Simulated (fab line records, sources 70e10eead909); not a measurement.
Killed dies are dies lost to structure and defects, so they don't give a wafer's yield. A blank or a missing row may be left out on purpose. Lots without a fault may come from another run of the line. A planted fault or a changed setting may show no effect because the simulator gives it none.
Which tool did it? | flow nand_harc | 6 lots, 18 wafers sampled, at 3 steps of a route of 1159

WHAT THE GAUGES READ, wafer by wafer
NHARC_P_M1_INSPECT_11.
lot  | measured     | on                | raw_defect_count
L904 | day 6 21:08  | defect_inspect-01 | 2 5 7
L907 | day 7 17:52  | defect_inspect-02 | 7 7 3
L909 | day 8 04:53  | defect_inspect-01 | 2 8 5
L916 | day 10 01:05 | defect_inspect-02 | 2 5 4
L919 | day 10 21:19 | defect_inspect-02 | 7 4 6
L923 | day 11 19:25 | defect_inspect-02 | 4 6 5

WHICH TOOL RAN EACH LOT (tool, then ch and the chambers of the sampled wafers, then the start)
lot  | NHARC_P_M0_STRIP_18               | NHARC_P_M1_SOFTBAKE_04
L904 | rie_diel-03 ch 0,2,3, day 6 17:30 | litho_track-06 ch 0, day 6 20:00
L907 | rie_diel-03 ch 1,2,3, day 7 14:23 | litho_track-01 ch 0, day 7 17:00
L909 | rie_diel-04 ch 0,2,3, day 8 01:23 | litho_track-04 ch 0, day 8 04:00
L916 | rie_diel-03 ch 0,2,3, day 9 21:23 | litho_track-04 ch 0, day 10 00:00
L919 | rie_diel-03 ch 1,2, day 10 17:40  | litho_track-01 ch 0, day 10 20:00
L923 | rie_diel-10 ch 0,2, day 11 15:43  | litho_track-06 ch 0, day 11 18:00
- NHARC_P_M0_STRIP_18: strips in N2/H2.
- NHARC_P_M1_SOFTBAKE_04: time 55 s.

THE ANSWER, worked out from the rows above alone
Rule: what is usual is taken from the lots themselves. Put in order of their means at a reading, lots are off if they are a third of the lots or fewer, leave a main group of 4 or more, and stand apart from it by a gap of 3 or more times the standard deviation of the main group's means; of several such gaps the widest counts. A main group whose means are all the same, to the digits that the tables above print for the reading, isn't used. A lot without any number at a reading at which 4 lots or more have one is off too. The other lots that the step has rows for count as sound.
No lot is off at any reading shown: from this, nothing can be told.

WHAT THE SIMULATOR HAD PUT IN
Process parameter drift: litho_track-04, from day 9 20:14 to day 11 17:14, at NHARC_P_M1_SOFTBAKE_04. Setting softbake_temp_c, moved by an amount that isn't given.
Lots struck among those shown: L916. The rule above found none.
